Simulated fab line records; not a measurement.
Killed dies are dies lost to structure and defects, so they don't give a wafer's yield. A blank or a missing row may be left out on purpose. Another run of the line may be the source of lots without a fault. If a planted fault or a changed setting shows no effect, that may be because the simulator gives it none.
fab line records || flow nand-harc
[record] {"lots": 6, "wafers": 18, "last-day": 32}
route steps=1302 shown P_ZERO_WELL@35 END@1302
lots untouched by any fault: they come from a run of this same line in which no faults occurred
start-h: hours from the record's first day to the start of the lot's first wafer shown || wait-h: hours since the lot's step before || " repeats the value in the row above || L1.1+2: a single row standing in for several wafers || - no value present, or no start provided || * or withheld: withheld || < > ~ a bound
route shown NAME@n: a module of which the file shows steps, and the number in the route of the first || usual: average and standard deviation across the fault-free wafers || same: alike in all rows || chamber/n: place in a boat || sites: readings site by site || _std_site: the values' standard deviation || _edge_site: mean of outer sites minus mean of inner sites || radius-mm: for every site, how far away it sits from the centre of the wafer || mask NAME#n: copy n || behind: the tool/chamber that last shaped the wafer || hold: what put the lot on hold/how long, in hours/how the hold closed || device: names the non-switching transistor (n, p or np) || end of line: at the end of the route, the tests of the same wafers || a step without rows: its recipe alone || killed: dies lost to structure and defects at the first sort, not the wafer's yield || map: shows each die of a wafer: x if killed, . if not, _ if none is there
set.NAME: the setting the step ran with; set.NAME@STEP: the setting that earlier step ran with || model.NAME: the simulator's own value behind a step, which no gauge read
lots at some steps of the route; a table a step, a row a wafer
services: the hour from which a tool's chamber was out of use, counted from the record's first day as start-h (under 0 if before that day), plus the number of hours and why
[[steps]]
[step NHARC_P_ZERO_WELL_STRIP_28]
[recipe] {"time-s": 840, "temp-c": 130, "chemistry": "SPM"}
[step NHARC_P_ZERO_WELL_DEHYDRATE_29]
[recipe] {"temp-c": 150, "time-s": 120}
[step NHARC_P_ZERO_WELL_HMDS_30]
[recipe] {"time-s": 30}
[step NHARC_P_ZERO_WELL_COAT_31]
[recipe] {"spin-rpm": "withheld"}
[step NHARC_P_ZERO_WELL_SOFTBAKE_32]
[recipe] {"temp-c": 122, "time-s": 95}
[step NHARC_P_ZERO_WELL_EBR_33]
[step NHARC_P_ZERO_WELL_EXPOSE_34]
[recipe] {"na": 0.6, "target-cd-nm": 720, "dose-mj": 22.31, "mask-id": "P_PWELL"}
[step NHARC_P_ZERO_WELL_PEB_35]
[recipe] {"peb-temp-c": 118, "peb-time-s": 85}
[step NHARC_P_ZERO_WELL_DEVELOP_36]
[recipe] {"time-s": 70}
[step NHARC_P_ZERO_WELL_CD_MEAS_37]
[recipe] {"target-cd-nm": 720, "landing-energy-ev": 500}
[usual] {"cd-nm": "720.1/1.7"}
{"lot.wafer": "L118.2", "tool": "cd-sem-03", "chamber": 0, "start-h": 74.46, "wait-h": "-", "cd-nm": 723.7}
{"lot.wafer": "L118.3", "tool": "cd-sem-03", "chamber": 0, "start-h": 74.46, "wait-h": "-", "cd-nm": 723.4}
{"lot.wafer": "L118.6", "tool": "cd-sem-03", "chamber": 0, "start-h": 74.46, "wait-h": "-", "cd-nm": 722.5}
{"lot.wafer": "L121.1", "tool": "cd-sem-02", "chamber": 0, "start-h": 104.28, "wait-h": "-", "cd-nm": 718.3}
{"lot.wafer": "L121.3", "tool": "cd-sem-02", "chamber": 0, "start-h": 104.28, "wait-h": "-", "cd-nm": 721.1}
{"lot.wafer": "L121.6", "tool": "cd-sem-02", "chamber": 0, "start-h": 104.28, "wait-h": "-", "cd-nm": 719.8}
{"lot.wafer": "L122.2", "tool": "cd-sem-03", "chamber": 0, "start-h": 114.10, "wait-h": "-", "cd-nm": 718.9}
{"lot.wafer": "L122.3", "tool": "cd-sem-03", "chamber": 0, "start-h": 114.10, "wait-h": "-", "cd-nm": 719.4}
{"lot.wafer": "L122.4", "tool": "cd-sem-03", "chamber": 0, "start-h": 114.10, "wait-h": "-", "cd-nm": 719.2}
{"lot.wafer": "L123.2", "tool": "cd-sem-03", "chamber": 0, "start-h": 124.24, "wait-h": "-", "cd-nm": 721.1}
{"lot.wafer": "L123.4", "tool": "cd-sem-03", "chamber": 0, "start-h": 124.24, "wait-h": "-", "cd-nm": 717.9}
{"lot.wafer": "L123.5", "tool": "cd-sem-03", "chamber": 0, "start-h": 124.24, "wait-h": "-", "cd-nm": 719.5}
{"lot.wafer": "L131.3", "tool": "cd-sem-01", "chamber": 0, "start-h": 204.13, "wait-h": "-", "cd-nm": 718.1}
{"lot.wafer": "L131.5", "tool": "cd-sem-01", "chamber": 0, "start-h": 204.13, "wait-h": "-", "cd-nm": 716.9}
{"lot.wafer": "L131.6", "tool": "cd-sem-01", "chamber": 0, "start-h": 204.13, "wait-h": "-", "cd-nm": 718.0}
{"lot.wafer": "L133.1", "tool": "cd-sem-01", "chamber": 0, "start-h": 224.04, "wait-h": "-", "cd-nm": 722.6}
{"lot.wafer": "L133.3", "tool": "cd-sem-01", "chamber": 0, "start-h": 224.04, "wait-h": "-", "cd-nm": 720.0}
{"lot.wafer": "L133.5", "tool": "cd-sem-01", "chamber": 0, "start-h": 224.04, "wait-h": "-", "cd-nm": 721.9}
[step NHARC_P_ZERO_WELL_HARDBAKE_38]
[recipe] {"temp-c": 125, "time-s": 80}
[step NHARC_P_ZERO_WELL_DESCUM_39]
[recipe] {"time-s": 3, "o2-flow-sccm": 200, "ar-flow-sccm": 0, "bias-power-w": 0, "chemistry": "O2"}
[usual] {"drypump-motor-current-A": "5.6/0.6", "oes-product-au": "0.999/0.013", "rf-vpp-V": "58.0/0.9", "showerhead-plenum-p-Torr": "1.93/0.086", "throttle-valve-pct": "11.312/0.0098"}
{"lot.wafer": "L118.2", "tool": "rie-diel-09", "chamber": 0, "start-h": 74.62, "wait-h": "-", "drypump-motor-current-A": 6.1, "oes-product-au": 0.984, "rf-hours-counter-h": 33, "rf-vpp-V": 58.0, "showerhead-plenum-p-Torr": 2.07, "throttle-valve-pct": 11.318}
{"lot.wafer": "L118.3", "tool": "rie-diel-09", "chamber": 3, "start-h": 74.62, "wait-h": "-", "drypump-motor-current-A": 4.7, "oes-product-au": 0.981, "rf-hours-counter-h": 29, "rf-vpp-V": 58.5, "showerhead-plenum-p-Torr": 1.96, "throttle-valve-pct": 11.312}
{"lot.wafer": "L118.6", "tool": "rie-diel-09", "chamber": 0, "start-h": 74.62, "wait-h": "-", "drypump-motor-current-A": 6.1, "oes-product-au": 0.972, "rf-hours-counter-h": "-", "rf-vpp-V": 57.4, "showerhead-plenum-p-Torr": 2.07, "throttle-valve-pct": 11.316}
{"lot.wafer": "L121.3", "tool": "rie-diel-08", "chamber": 2, "start-h": 104.46, "wait-h": "-", "drypump-motor-current-A": 5.5, "oes-product-au": 0.998, "rf-hours-counter-h": 25, "rf-vpp-V": 55.9, "showerhead-plenum-p-Torr": 1.93, "throttle-valve-pct": 11.317}
{"lot.wafer": "L121.1", "tool": "rie-diel-08", "chamber": 3, "start-h": 104.46, "wait-h": "-", "drypump-motor-current-A": 4.9, "oes-product-au": 1.008, "rf-hours-counter-h": 29, "rf-vpp-V": 56.8, "showerhead-plenum-p-Torr": 1.93, "throttle-valve-pct": 11.311}
{"lot.wafer": "L121.6", "tool": "rie-diel-08", "chamber": 0, "start-h": 104.46, "wait-h": "-", "drypump-motor-current-A": 5.5, "oes-product-au": 1.015, "rf-hours-counter-h": "-", "rf-vpp-V": 57.9, "showerhead-plenum-p-Torr": 1.87, "throttle-valve-pct": 11.320}
{"lot.wafer": "L122.2", "tool": "rie-diel-02", "chamber": 1, "start-h": 114.26, "wait-h": "-", "drypump-motor-current-A": 6.3, "oes-product-au": 1.000, "rf-hours-counter-h": 21, "rf-vpp-V": 58.7, "showerhead-plenum-p-Torr": 1.98, "throttle-valve-pct": 11.321}
{"lot.wafer": "L122.3", "tool": "rie-diel-02", "chamber": 3, "start-h": 114.26, "wait-h": "-", "drypump-motor-current-A": 5.0, "oes-product-au": 0.992, "rf-hours-counter-h": 21, "rf-vpp-V": 57.2, "showerhead-plenum-p-Torr": 1.86, "throttle-valve-pct": 11.307}
{"lot.wafer": "L122.4", "tool": "rie-diel-02", "chamber": 0, "start-h": 114.26, "wait-h": "-", "drypump-motor-current-A": 6.8, "oes-product-au": 1.012, "rf-hours-counter-h": 8, "rf-vpp-V": 59.1, "showerhead-plenum-p-Torr": 2.07, "throttle-valve-pct": 11.317}
{"lot.wafer": "L123.2", "tool": "rie-diel-08", "chamber": 0, "start-h": 124.41, "wait-h": "-", "drypump-motor-current-A": 5.6, "oes-product-au": 1.019, "rf-hours-counter-h": 33, "rf-vpp-V": 57.7, "showerhead-plenum-p-Torr": 1.87, "throttle-valve-pct": 11.313}
{"lot.wafer": "L123.4", "tool": "rie-diel-08", "chamber": 1, "start-h": 124.41, "wait-h": "-", "drypump-motor-current-A": 5.6, "oes-product-au": 1.004, "rf-hours-counter-h": 47, "rf-vpp-V": 57.7, "showerhead-plenum-p-Torr": 1.78, "throttle-valve-pct": 11.303}
{"lot.wafer": "L123.5", "tool": "rie-diel-08", "chamber": 3, "start-h": 124.41, "wait-h": "-", "drypump-motor-current-A": 4.8, "oes-product-au": 1.017, "rf-hours-counter-h": "-", "rf-vpp-V": 57.2, "showerhead-plenum-p-Torr": 1.93, "throttle-valve-pct": 11.303}
{"lot.wafer": "L131.3", "tool": "rie-diel-02", "chamber": 2, "start-h": 204.31, "wait-h": "-", "drypump-motor-current-A": 5.7, "oes-product-au": 0.988, "rf-hours-counter-h": 49, "rf-vpp-V": 58.6, "showerhead-plenum-p-Torr": 1.97, "throttle-valve-pct": 11.332}
{"lot.wafer": "L131.5", "tool": "rie-diel-02", "chamber": 0, "start-h": 204.31, "wait-h": "-", "drypump-motor-current-A": 6.7, "oes-product-au": 1.018, "rf-hours-counter-h": "-", "rf-vpp-V": 58.9, "showerhead-plenum-p-Torr": 2.06, "throttle-valve-pct": 11.339}
{"lot.wafer": "L131.6", "tool": "rie-diel-02", "chamber": 1, "start-h": 204.31, "wait-h": "-", "drypump-motor-current-A": 6.3, "oes-product-au": 1.000, "rf-hours-counter-h": "-", "rf-vpp-V": 59.2, "showerhead-plenum-p-Torr": 1.97, "throttle-valve-pct": 11.301}
{"lot.wafer": "L133.3", "tool": "rie-diel-08", "chamber": 3, "start-h": 225.70, "wait-h": "-", "drypump-motor-current-A": 4.8, "oes-product-au": 1.019, "rf-hours-counter-h": 8, "rf-vpp-V": 57.4, "showerhead-plenum-p-Torr": 1.92, "throttle-valve-pct": 11.299}
{"lot.wafer": "L133.1", "tool": "rie-diel-08", "chamber": 0, "start-h": 225.70, "wait-h": "-", "drypump-motor-current-A": 5.6, "oes-product-au": 1.021, "rf-hours-counter-h": 9, "rf-vpp-V": 57.1, "showerhead-plenum-p-Torr": 1.86, "throttle-valve-pct": 11.324}
{"lot.wafer": "L133.5", "tool": "rie-diel-08", "chamber": 2, "start-h": 225.70, "wait-h": "-", "drypump-motor-current-A": 5.5, "oes-product-au": 0.994, "rf-hours-counter-h": "-", "rf-vpp-V": 59.1, "showerhead-plenum-p-Torr": 1.92, "throttle-valve-pct": 11.312}
[step NHARC_P_ZERO_WELL_IMPLANT_40]
[recipe] {"energy-kev": 300, "dose-cm2": 1e+13, "tilt-deg": 7}
[usual] {"beam-energy-keV": "300.01/0.091", "dose-ions-cm2": "1e+13/1.2e+10", "faraday-current-uA": "126.9/2.5"}
{"lot.wafer": "L118.2", "tool": "implanter-02", "chamber": 0, "start-h": 74.80, "wait-h": 0.2, "beam-energy-keV": 300.04, "dose-ions-cm2": 9.982e+12, "faraday-current-uA": 130.1}
{"lot.wafer": "L118.3", "tool": "implanter-02", "chamber": 0, "start-h": 74.80, "wait-h": 0.2, "beam-energy-keV": 300.02, "dose-ions-cm2": 9.987e+12, "faraday-current-uA": 124.7}
{"lot.wafer": "L118.6", "tool": "implanter-02", "chamber": 0, "start-h": 74.80, "wait-h": 0.2, "beam-energy-keV": 299.94, "dose-ions-cm2": 9.995e+12, "faraday-current-uA": 125.8}
{"lot.wafer": "L121.1", "tool": "implanter-01", "chamber": 0, "start-h": 104.59, "wait-h": 0.1, "beam-energy-keV": 300.09, "dose-ions-cm2": 1.0001e+13, "faraday-current-uA": 125.0}
{"lot.wafer": "L121.3", "tool": "implanter-01", "chamber": 0, "start-h": 104.59, "wait-h": 0.1, "beam-energy-keV": 299.94, "dose-ions-cm2": 1.0009e+13, "faraday-current-uA": 127.4}
{"lot.wafer": "L121.6", "tool": "implanter-01", "chamber": 0, "start-h": 104.59, "wait-h": 0.1, "beam-energy-keV": 300.07, "dose-ions-cm2": 1.0006e+13, "faraday-current-uA": 123.9}
{"lot.wafer": "L122.2", "tool": "implanter-02", "chamber": 0, "start-h": 114.43, "wait-h": 0.2, "beam-energy-keV": 300.06, "dose-ions-cm2": 1.6331e+13, "faraday-current-uA": 206.1}
{"lot.wafer": "L122.3", "tool": "implanter-02", "chamber": 0, "start-h": 114.43, "wait-h": 0.2, "beam-energy-keV": 300.09, "dose-ions-cm2": 1.6327e+13, "faraday-current-uA": 205.3}
{"lot.wafer": "L122.4", "tool": "implanter-02", "chamber": 0, "start-h": 114.43, "wait-h": 0.2, "beam-energy-keV": 300.03, "dose-ions-cm2": 1.6325e+13, "faraday-current-uA": 205.9}
{"lot.wafer": "L123.2", "tool": "implanter-02", "chamber": 0, "start-h": 124.57, "wait-h": 0.2, "beam-energy-keV": 300.17, "dose-ions-cm2": 1.6368e+13, "faraday-current-uA": 210.3}
{"lot.wafer": "L123.4", "tool": "implanter-02", "chamber": 0, "start-h": 124.57, "wait-h": 0.2, "beam-energy-keV": 300.12, "dose-ions-cm2": 1.6365e+13, "faraday-current-uA": 201.2}
{"lot.wafer": "L123.5", "tool": "implanter-02", "chamber": 0, "start-h": 124.57, "wait-h": 0.2, "beam-energy-keV": 300.00, "dose-ions-cm2": 1.6357e+13, "faraday-current-uA": 213.8}
{"lot.wafer": "L131.3", "tool": "implanter-01", "chamber": 0, "start-h": 204.49, "wait-h": 0.2, "beam-energy-keV": 299.95, "dose-ions-cm2": 1.0014e+13, "faraday-current-uA": 127.3}
{"lot.wafer": "L131.5", "tool": "implanter-01", "chamber": 0, "start-h": 204.49, "wait-h": 0.2, "beam-energy-keV": 299.95, "dose-ions-cm2": 1.001e+13, "faraday-current-uA": 126.7}
{"lot.wafer": "L131.6", "tool": "implanter-01", "chamber": 0, "start-h": 204.49, "wait-h": 0.2, "beam-energy-keV": 300.02, "dose-ions-cm2": 1e+13, "faraday-current-uA": 128.1}
{"lot.wafer": "L133.1", "tool": "implanter-02", "chamber": 0, "start-h": 225.83, "wait-h": 0.1, "beam-energy-keV": 300.05, "dose-ions-cm2": 1.0023e+13, "faraday-current-uA": 129.0}
{"lot.wafer": "L133.3", "tool": "implanter-02", "chamber": 0, "start-h": 225.83, "wait-h": 0.1, "beam-energy-keV": 300.10, "dose-ions-cm2": 1.002e+13, "faraday-current-uA": 130.3}
{"lot.wafer": "L133.5", "tool": "implanter-02", "chamber": 0, "start-h": 225.83, "wait-h": 0.1, "beam-energy-keV": 300.02, "dose-ions-cm2": 1.0016e+13, "faraday-current-uA": 128.2}
[step NHARC_P_ZERO_WELL_IMPLANT_59]
[recipe] {"energy-kev": 120, "dose-cm2": 5e+12, "tilt-deg": 7}
[step NHARC_END_SORT_01]
[recipe] {"temp-c": 25}
[usual] {"killed-at-array": "55/23", "killed-at-other": "1.0/1.2", "killed-at-periphery": "3.2/2.7", "killed-dies": "59/23", "killed-open": "3.1/1.6", "killed-short": "2.2/1.5"}
[same] {"gross-dies": 677}
{"lot.wafer": "L118.2", "tool": "prober-02", "chamber": 0, "start-h": 605.33, "wait-h": 2.8, "killed-at-array": 40, "killed-at-other": 0, "killed-at-periphery": 2, "killed-dies": 42, "killed-open": 4, "killed-short": 2}
{"lot.wafer": "L118.3", "tool": "prober-02", "chamber": 0, "start-h": 606.14, "wait-h": 3.1, "killed-at-array": 43, "killed-at-other": 0, "killed-at-periphery": 2, "killed-dies": 45, "killed-open": 5, "killed-short": 3}
{"lot.wafer": "L118.6", "tool": "prober-02", "chamber": 0, "start-h": 608.55, "wait-h": 4.0, "killed-at-array": 47, "killed-at-other": 0, "killed-at-periphery": 2, "killed-dies": 49, "killed-open": 2, "killed-short": 4}
{"lot.wafer": "L121.1", "tool": "prober-01", "chamber": 0, "start-h": 649.55, "wait-h": 2.5, "killed-at-array": 25, "killed-at-other": 0, "killed-at-periphery": 2, "killed-dies": 27, "killed-open": 1, "killed-short": 4}
{"lot.wafer": "L121.3", "tool": "prober-01", "chamber": 0, "start-h": 651.16, "wait-h": 3.1, "killed-at-array": 21, "killed-at-other": 0, "killed-at-periphery": 7, "killed-dies": 28, "killed-open": 5, "killed-short": 2}
{"lot.wafer": "L121.6", "tool": "prober-01", "chamber": 0, "start-h": 653.57, "wait-h": 4.0, "killed-at-array": 19, "killed-at-other": 1, "killed-at-periphery": 1, "killed-dies": 21, "killed-open": 2, "killed-short": 1}
{"lot.wafer": "L123.2", "tool": "prober-02", "chamber": 0, "start-h": 650.44, "wait-h": 2.8, "killed-at-array": 74, "killed-at-other": 1, "killed-at-periphery": 7, "killed-dies": 82, "killed-open": 2, "killed-short": 4}
{"lot.wafer": "L123.4", "tool": "prober-02", "chamber": 0, "start-h": 652.06, "wait-h": 3.4, "killed-at-array": 85, "killed-at-other": 2, "killed-at-periphery": 2, "killed-dies": 89, "killed-open": 5, "killed-short": 2}
{"lot.wafer": "L123.5", "tool": "prober-02", "chamber": 0, "start-h": 652.87, "wait-h": 3.7, "killed-at-array": 80, "killed-at-other": 2, "killed-at-periphery": 5, "killed-dies": 87, "killed-open": 2, "killed-short": 2}
{"lot.wafer": "L122.2", "tool": "prober-01", "chamber": 0, "start-h": 658.18, "wait-h": 2.8, "killed-at-array": 41, "killed-at-other": 0, "killed-at-periphery": 5, "killed-dies": 46, "killed-open": 1, "killed-short": 1}
{"lot.wafer": "L122.3", "tool": "prober-01", "chamber": 0, "start-h": 658.98, "wait-h": 3.1, "killed-at-array": 38, "killed-at-other": 0, "killed-at-periphery": 1, "killed-dies": 39, "killed-open": 3, "killed-short": 2}
{"lot.wafer": "L122.4", "tool": "prober-01", "chamber": 0, "start-h": 659.78, "wait-h": 3.4, "killed-at-array": 40, "killed-at-other": 3, "killed-at-periphery": 10, "killed-dies": 53, "killed-open": 1, "killed-short": 2}
{"lot.wafer": "L133.1", "tool": "prober-01", "chamber": 0, "start-h": 744.28, "wait-h": 2.5, "killed-at-array": 44, "killed-at-other": 0, "killed-at-periphery": 2, "killed-dies": 46, "killed-open": 4, "killed-short": 4}
{"lot.wafer": "L133.3", "tool": "prober-01", "chamber": 0, "start-h": 745.89, "wait-h": 3.1, "killed-at-array": 57, "killed-at-other": 0, "killed-at-periphery": 6, "killed-dies": 63, "killed-open": 3, "killed-short": 1}
{"lot.wafer": "L133.5", "tool": "prober-01", "chamber": 0, "start-h": 747.51, "wait-h": 3.7, "killed-at-array": 60, "killed-at-other": 0, "killed-at-periphery": 3, "killed-dies": 63, "killed-open": 2, "killed-short": 1}
{"lot.wafer": "L131.3", "tool": "prober-01", "chamber": 0, "start-h": 763.34, "wait-h": 3.1, "killed-at-array": 70, "killed-at-other": 1, "killed-at-periphery": 0, "killed-dies": 71, "killed-open": 1, "killed-short": 1}
{"lot.wafer": "L131.5", "tool": "prober-01", "chamber": 0, "start-h": 764.92, "wait-h": 3.7, "killed-at-array": 68, "killed-at-other": 0, "killed-at-periphery": 3, "killed-dies": 71, "killed-open": 5, "killed-short": 3}
{"lot.wafer": "L131.6", "tool": "prober-01", "chamber": 0, "start-h": 765.72, "wait-h": 4.0, "killed-at-array": 75, "killed-at-other": 0, "killed-at-periphery": 3, "killed-dies": 78, "killed-open": 5, "killed-short": 1}
// killed by level:class
L118.2 A_SLIT:chamber-film-flake=21 A_CHANNEL_HOLE_D1:chamber-film-flake=4 A_CHANNEL_HOLE_D2:chamber-film-flake=3 P_ZERO_WELL:chamber-film-flake=2 A_ZERO_WELL:chamber-film-flake=2 A_STAIRCASE:chamber-film-flake=2 A_M1:chamber-film-flake=2 A_ONON_D2:geometric-particle:open=1
L118.3 A_SLIT:chamber-film-flake=23 A_CHANNEL_HOLE_D2:chamber-film-flake=4 A_STAIRCASE:chamber-film-flake=4 A_M0:geometric-particle:open=2 A_CONTACT:chamber-film-flake=2 P_M0:geometric-particle:short=1 P_M2:geometric-particle:open=1 A_CHANNEL_FILL_D1:geometric-particle:short=1
L118.6 A_SLIT:chamber-film-flake=25 A_CHANNEL_HOLE_D2:chamber-film-flake=11 A_CHANNEL_FILL_D1:geometric-particle:short=2 A_M0:geometric-particle:short=2 A_CHANNEL_HOLE_D1:chamber-film-flake=2 P_CONTACT:geometric-particle:open=1 A_DECK1_JOINT:geometric-particle:open=1 P_ZERO_WELL:chamber-film-flake=1
L121.1 A_CHANNEL_HOLE_D2:chamber-film-flake=8 A_STAIRCASE:chamber-film-flake=4 A_CONTACT:chamber-film-flake=3 A_ONON_D1:geometric-particle:short=2 P_GATE:chamber-film-flake=2 A_CHANNEL_HOLE_D1:chamber-film-flake=2 A_SLIT:chamber-film-flake=2 A_CHANNEL_FILL_D1:geometric-particle:open=1
L123.2 A_SLIT:chamber-film-flake=29 A_CHANNEL_HOLE_D1:chamber-film-flake=27 A_CHANNEL_HOLE_D2:chamber-film-flake=7 P_GATE:chamber-film-flake=3 A_CHANNEL_FILL_D2:geometric-particle:short=2 P_STI:chamber-film-flake=2 A_CONTACT:chamber-film-flake=2 A_M1:chamber-film-flake=2
L121.3 A_CHANNEL_HOLE_D2:chamber-film-flake=10 P_GATE:chamber-film-flake=4 A_CHANNEL_HOLE_D1:chamber-film-flake=2 P_CONTACT:geometric-particle:open=1 A_ONON_D1:geometric-particle:open=1 A_CHANNEL_FILL_D1:geometric-particle:open=1 A_SGD_CUT:geometric-particle:short=1 A_WL_FILL:geometric-particle:short=1
L123.4 A_CHANNEL_HOLE_D1:chamber-film-flake=34 A_SLIT:chamber-film-flake=26 A_CHANNEL_HOLE_D2:chamber-film-flake=9 A_CHANNEL_FILL_D1:chamber-film-flake=3 A_STAIRCASE:chamber-film-flake=3 A_M1:chamber-film-flake=2 THIN_TSV:chamber-film-flake=2 P_M1:geometric-particle:open=1
L123.5 A_CHANNEL_HOLE_D1:chamber-film-flake=34 A_SLIT:chamber-film-flake=26 A_CHANNEL_HOLE_D2:chamber-film-flake=8 A_WL_FILL:chamber-film-flake=3 P_STI:chamber-film-flake=2 A_CONTACT:chamber-film-flake=2 THIN_TSV:chamber-film-flake=2 A_SOURCE_PLATE:geometric-particle:short=1
L121.6 A_CHANNEL_HOLE_D2:chamber-film-flake=10 A_CHANNEL_HOLE_D1:chamber-film-flake=4 A_STAIRCASE:chamber-film-flake=3 A_ONON_D1:geometric-particle:open=1 A_M1:geometric-particle:open=1 STARTING-WAFER:geometric-particle:short=1 P_GATE:chamber-film-flake=1
L122.2 A_CHANNEL_HOLE_D2:chamber-film-flake=15 A_CHANNEL_HOLE_D1:chamber-film-flake=7 A_CONTACT:chamber-film-flake=6 A_DECK1_JOINT:chamber-film-flake=3 A_SLIT:chamber-film-flake=3 P_ZERO_WELL:chamber-film-flake=2 P_GATE:chamber-film-flake=2 A_ZERO_WELL:chamber-film-flake=2
L122.3 A_CHANNEL_HOLE_D2:chamber-film-flake=10 A_CONTACT:chamber-film-flake=9 A_CHANNEL_HOLE_D1:chamber-film-flake=7 A_STAIRCASE:chamber-film-flake=3 A_SLIT:chamber-film-flake=2 P_GATE:geometric-particle:open=1 A_SOURCE_PLATE:geometric-particle:short=1 A_CHANNEL_HOLE_D1:geometric-particle:short=1
L122.4 A_CHANNEL_HOLE_D2:chamber-film-flake=22 A_CHANNEL_HOLE_D1:chamber-film-flake=5 P_ZERO_WELL:chamber-film-flake=4 A_CONTACT:chamber-film-flake=4 A_M0:chamber-film-flake=3 P_CONTACT:chamber-film-flake=2 A_CHANNEL_FILL_D1:chamber-film-flake=2 A_DECK1_JOINT:chamber-film-flake=2
L133.1 A_SLIT:chamber-film-flake=29 A_CHANNEL_HOLE_D1:chamber-film-flake=4 A_ONON_D2:geometric-particle:open=1 A_ONON_D2:geometric-particle:short=1 A_CHANNEL_FILL_D2:geometric-particle:open=1 A_SGD_CUT:geometric-particle:short=1 A_WL_FILL:geometric-particle:short=1 A_WL_FILL:geometric-particle:open=1
L133.3 A_SLIT:chamber-film-flake=29 A_CHANNEL_HOLE_D1:chamber-film-flake=18 A_STAIRCASE:chamber-film-flake=3 A_SGD_CUT:chamber-film-flake=3 P_M0:geometric-particle:open=2 P_GATE:chamber-film-flake=2 A_CHANNEL_FILL_D2:geometric-particle:short=1 A_M0:geometric-particle:open=1
L133.5 A_SLIT:chamber-film-flake=29 A_CHANNEL_HOLE_D1:chamber-film-flake=15 A_STAIRCASE:chamber-film-flake=4 A_WL_FILL:chamber-film-flake=4 A_SGD_CUT:chamber-film-flake=2 A_BLC:chamber-film-flake=2 A_CHANNEL_FILL_D1:geometric-particle:open=1 A_DECK1_JOINT:geometric-particle:short=1
L131.3 A_CHANNEL_HOLE_D1:chamber-film-flake=34 A_CHANNEL_HOLE_D2:chamber-film-flake=22 A_STAIRCASE:chamber-film-flake=5 A_CONTACT:chamber-film-flake=4 A_SLIT:chamber-film-flake=3 A_CHANNEL_FILL_D1:geometric-particle:short=1 A_WL_FILL:geometric-particle:open=1 HYBRID_BOND:latent=1
L131.5 A_CHANNEL_HOLE_D1:chamber-film-flake=33 A_CHANNEL_HOLE_D2:chamber-film-flake=19 A_STAIRCASE:chamber-film-flake=4 A_CONTACT:chamber-film-flake=3 A_ONON_D2:geometric-particle:short=2 P_GATE:chamber-film-flake=2 A_SLIT:chamber-film-flake=2 P_M0:geometric-particle:open=1
L131.6 A_CHANNEL_HOLE_D1:chamber-film-flake=34 A_CHANNEL_HOLE_D2:chamber-film-flake=16 A_CONTACT:chamber-film-flake=11 A_STAIRCASE:chamber-film-flake=6 A_SLIT:chamber-film-flake=2 A_CHANNEL_FILL_D1:geometric-particle:open=1 A_DECK1_JOINT:geometric-particle:open=1 A_ONON_D2:geometric-particle:open=1
[[services]]
{"tool": "rie-diel-08", "chamber": 0, "start-h": 71.84, "hours": "-", "kind": "clean"}
{"tool": "rie-diel-08", "chamber": 1, "start-h": 71.84, "hours": "-", "kind": "clean"}
{"tool": "rie-diel-08", "chamber": 2, "start-h": 71.84, "hours": "-", "kind": "clean"}
{"tool": "rie-diel-08", "chamber": 3, "start-h": 71.84, "hours": "-", "kind": "clean"}
{"tool": "rie-diel-08", "chamber": 2, "start-h": 72.77, "hours": 6.3, "kind": "repair"}
{"tool": "rie-diel-08", "chamber": 0, "start-h": 77.69, "hours": 3.1, "kind": "repair"}
{"tool": "rie-diel-02", "chamber": 3, "start-h": 79.83, "hours": 4.8, "kind": "repair"}
{"tool": "implanter-01", "chamber": "-", "start-h": 92.72, "hours": 2.3, "kind": "repair"}
{"tool": "rie-diel-08", "chamber": 0, "start-h": 96.35, "hours": "-", "kind": "clean"}
{"tool": "rie-diel-08", "chamber": 1, "start-h": 96.35, "hours": "-", "kind": "clean"}
{"tool": "rie-diel-08", "chamber": 2, "start-h": 96.35, "hours": "-", "kind": "clean"}
{"tool": "rie-diel-02", "chamber": "-", "start-h": 102.83, "hours": 0.5, "kind": "repair"}
{"tool": "implanter-02", "chamber": "-", "start-h": 108.43, "hours": 2.8, "kind": "repair"}
{"tool": "rie-diel-02", "chamber": "-", "start-h": 139.34, "hours": 0.2, "kind": "repair"}
{"tool": "rie-diel-08", "chamber": 1, "start-h": 139.93, "hours": 4.3, "kind": "repair"}
{"tool": "rie-diel-09", "chamber": "-", "start-h": 143.17, "hours": 9.0, "kind": "pm"}
{"tool": "implanter-02", "chamber": "-", "start-h": 146.00, "hours": 13.0, "kind": "pm"}
{"tool": "rie-diel-09", "chamber": 2, "start-h": 184.02, "hours": 4.3, "kind": "repair"}
{"tool": "rie-diel-09", "chamber": 0, "start-h": 185.73, "hours": 11.3, "kind": "repair"}
{"tool": "rie-diel-08", "chamber": 1, "start-h": 189.45, "hours": 2.6, "kind": "repair"}
{"tool": "rie-diel-08", "chamber": "-", "start-h": 190.84, "hours": 9.0, "kind": "pm"}
{"tool": "rie-diel-09", "chamber": 3, "start-h": 197.26, "hours": 6.5, "kind": "repair"}
{"tool": "implanter-02", "chamber": "-", "start-h": 202.75, "hours": 3.1, "kind": "repair"}
{"tool": "rie-diel-02", "chamber": "-", "start-h": 216.77, "hours": 9.0, "kind": "pm"}
[[key]]
[first-sign] {"step": "NHARC_P_ZERO_WELL_IMPLANT_40", "reading": "dose-ions-cm2", "direction": "up", "sigmas": "99+", "usual": 1e+13, "struck": 1.6345e+13}
[effect] {"step": "NHARC_P_ZERO_WELL_IMPLANT_40", "reading": "faraday-current-uA", "direction": "up", "sigmas": 32, "usual": 126.9, "struck": 207.1}
met-at NHARC_P_ZERO_WELL_IMPLANT_40
struck-wafers L122.2,L122.3,L122.4,L123.2,L123.4,L123.5
tester-left-out L122,L123
onset-between 74.80 114.43
[fault] {"kind": "process-parameter-drift", "tool": "implanter-02", "chamber": "-", "onset-h": 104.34, "steps": "NHARC_P_ZERO_WELL_IMPLANT_40", "channel": "dose-cm2", "offset": 6.3409e+12, "shape": "step", "end-h": 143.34, "acts-in": "these-recipes-only", "stated": 1e+13}
// tester-left-out: of these lots the tester's yield and bins aren't shown, on N5 and GAA mostly nor the transistor test; their killed dies are dies lost to structure and defects alone, not to doping, threshold or leakage, so they don't give the yield
